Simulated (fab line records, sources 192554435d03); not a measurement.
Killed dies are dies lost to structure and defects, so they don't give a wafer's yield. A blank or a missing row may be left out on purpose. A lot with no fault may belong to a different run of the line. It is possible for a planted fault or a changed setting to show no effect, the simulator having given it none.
Chamber matching || flow n5-finfet || N5_SD_EPI_N_SD_RECESS_17 on rie-si-01 has 4 sister chambers
The step chemistry HBr/Cl2/O2, target depth 41 nm, time 23.7 s, bt time 3 s. 21 wafers are shown with their chamber, then 10 later ones without.

## WAFERS, EACH WITH ITS CHAMBER
{"wafer": "L077.2", "chamber": 2, "drypump-motor-current-A (A)": 5.5, "he-backside-leak-sccm (sccm)": 2.7, "oes-product-au (a.u.)": 1.015}
{"wafer": "L077.4", "chamber": 3, "drypump-motor-current-A (A)": 5.5, "he-backside-leak-sccm (sccm)": 3.5, "oes-product-au (a.u.)": 0.990}
{"wafer": "L077.6", "chamber": 0, "drypump-motor-current-A (A)": 6.6, "he-backside-leak-sccm (sccm)": 2.8, "oes-product-au (a.u.)": 1.005}
{"wafer": "L078.2", "chamber": 0, "drypump-motor-current-A (A)": 6.6, "he-backside-leak-sccm (sccm)": 2.8, "oes-product-au (a.u.)": 1.009}
{"wafer": "L078.3", "chamber": 2, "drypump-motor-current-A (A)": 5.5, "he-backside-leak-sccm (sccm)": 2.8, "oes-product-au (a.u.)": 0.998}
{"wafer": "L078.5", "chamber": 2, "drypump-motor-current-A (A)": 5.5, "he-backside-leak-sccm (sccm)": 2.7, "oes-product-au (a.u.)": 1.000}
{"wafer": "L079.5", "chamber": 0, "drypump-motor-current-A (A)": 6.6, "he-backside-leak-sccm (sccm)": 2.7, "oes-product-au (a.u.)": 1.020}
{"wafer": "L079.6", "chamber": 1, "drypump-motor-current-A (A)": 5.4, "he-backside-leak-sccm (sccm)": 2.7, "oes-product-au (a.u.)": 1.009}
{"wafer": "L081.1", "chamber": 2, "drypump-motor-current-A (A)": 5.5, "he-backside-leak-sccm (sccm)": 2.7, "oes-product-au (a.u.)": 1.003}
{"wafer": "L081.2", "chamber": 0, "drypump-motor-current-A (A)": 6.6, "he-backside-leak-sccm (sccm)": 2.7, "oes-product-au (a.u.)": 1.011}
{"wafer": "L081.4", "chamber": 3, "drypump-motor-current-A (A)": 5.5, "he-backside-leak-sccm (sccm)": 3.4, "oes-product-au (a.u.)": 0.990}
{"wafer": "L083.1", "chamber": 0, "drypump-motor-current-A (A)": 6.6, "he-backside-leak-sccm (sccm)": 2.7, "oes-product-au (a.u.)": 1.003}
{"wafer": "L083.5", "chamber": 1, "drypump-motor-current-A (A)": 5.4, "he-backside-leak-sccm (sccm)": 2.9, "oes-product-au (a.u.)": 1.000}
{"wafer": "L083.6", "chamber": 0, "drypump-motor-current-A (A)": 6.6, "he-backside-leak-sccm (sccm)": 2.7, "oes-product-au (a.u.)": 1.011}
{"wafer": "L084.3", "chamber": 1, "drypump-motor-current-A (A)": 5.4, "he-backside-leak-sccm (sccm)": 2.7, "oes-product-au (a.u.)": 1.003}
{"wafer": "L084.4", "chamber": 0, "drypump-motor-current-A (A)": 6.6, "he-backside-leak-sccm (sccm)": 2.7, "oes-product-au (a.u.)": 1.006}
{"wafer": "L084.6", "chamber": 0, "drypump-motor-current-A (A)": 6.6, "he-backside-leak-sccm (sccm)": 2.6, "oes-product-au (a.u.)": 1.007}
{"wafer": "L086.1", "chamber": 2, "drypump-motor-current-A (A)": 5.5, "he-backside-leak-sccm (sccm)": 2.7, "oes-product-au (a.u.)": 1.008}
{"wafer": "L086.3", "chamber": 1, "drypump-motor-current-A (A)": 5.5, "he-backside-leak-sccm (sccm)": 2.7, "oes-product-au (a.u.)": 1.000}
{"wafer": "L086.6", "chamber": 2, "drypump-motor-current-A (A)": 5.5, "he-backside-leak-sccm (sccm)": 2.9, "oes-product-au (a.u.)": 1.011}
{"wafer": "L087.2", "chamber": 0, "drypump-motor-current-A (A)": 6.6, "he-backside-leak-sccm (sccm)": 2.7, "oes-product-au (a.u.)": 1.016}

SIGNATURES (averages over the wafers above)
{"reading": "drypump-motor-current-A", "chamber 0": 6.600, "chamber 1": 5.425, "chamber 2": 5.500, "chamber 3": 5.500, "scatter within a chamber": 0.021}
{"reading": "he-backside-leak-sccm", "chamber 0": 2.711, "chamber 1": 2.750, "chamber 2": 2.750, "chamber 3": 3.450, "scatter within a chamber": 0.0763}
{"reading": "oes-product-au", "chamber 0": 1.00978, "chamber 1": 1.00300, "chamber 2": 1.00583, "chamber 3": 0.99000, "scatter within a chamber": 0.00548}
Rule: for each reading, subtract the chamber's mean from the wafer's reading, divide by that reading's scatter and square the result; add these up over the readings and take the root, which gives the wafer's distance from the chamber. The wafer belongs to the nearest chamber; if the next one is less than 2 further off, it can't be placed. The scatter: the root of (the sum of the squares of (reading less its chamber's mean) over the shown wafers, divided by (wafers less chambers)).

## WAFERS MISSING THEIR CHAMBER
{"wafer": "L087.5", "drypump-motor-current-A (A)": 6.6, "he-backside-leak-sccm (sccm)": 2.7, "oes-product-au (a.u.)": 1.012}
{"wafer": "L087.6", "drypump-motor-current-A (A)": 5.5, "he-backside-leak-sccm (sccm)": 2.7, "oes-product-au (a.u.)": 1.001}
{"wafer": "L090.3", "drypump-motor-current-A (A)": 5.5, "he-backside-leak-sccm (sccm)": 3.0, "oes-product-au (a.u.)": 0.989}
{"wafer": "L090.6", "drypump-motor-current-A (A)": 6.6, "he-backside-leak-sccm (sccm)": 2.7, "oes-product-au (a.u.)": 1.009}
{"wafer": "L092.1", "drypump-motor-current-A (A)": 5.5, "he-backside-leak-sccm (sccm)": 2.8, "oes-product-au (a.u.)": 0.996}
{"wafer": "L092.2", "drypump-motor-current-A (A)": 5.4, "he-backside-leak-sccm (sccm)": 2.7, "oes-product-au (a.u.)": 0.997}
{"wafer": "L092.5", "drypump-motor-current-A (A)": 6.6, "he-backside-leak-sccm (sccm)": 2.7, "oes-product-au (a.u.)": 1.005}
{"wafer": "L093.3", "drypump-motor-current-A (A)": 5.5, "he-backside-leak-sccm (sccm)": 3.0, "oes-product-au (a.u.)": 1.007}
{"wafer": "L093.5", "drypump-motor-current-A (A)": 5.5, "he-backside-leak-sccm (sccm)": 2.4, "oes-product-au (a.u.)": 1.009}
{"wafer": "L093.6", "drypump-motor-current-A (A)": 5.5, "he-backside-leak-sccm (sccm)": 2.9, "oes-product-au (a.u.)": 0.986}

## CHAMBER TAKEN BY EACH
{"wafer": "L087.5", "from the rows above": 0, "in truth": 0}
{"wafer": "L087.6", "from the rows above": 2, "in truth": 2}
{"wafer": "L090.3", "from the rows above": "can't be placed: 2 or 1 or 3", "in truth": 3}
{"wafer": "L090.6", "from the rows above": 0, "in truth": 0}
{"wafer": "L092.1", "from the rows above": "can't be placed: 2 or 1", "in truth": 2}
{"wafer": "L092.2", "from the rows above": 1, "in truth": 1}
{"wafer": "L092.5", "from the rows above": 0, "in truth": 0}
{"wafer": "L093.3", "from the rows above": "can't be placed: 2 or 1", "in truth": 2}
{"wafer": "L093.5", "from the rows above": "can't be placed: 2 or 1", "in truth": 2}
{"wafer": "L093.6", "from the rows above": "can't be placed: 2 or 1", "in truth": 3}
Placed correctly: 5 of 10. From these rows, 5 cannot be placed; in 4 the true chamber is one of the candidates. Wrongly placed: 0.
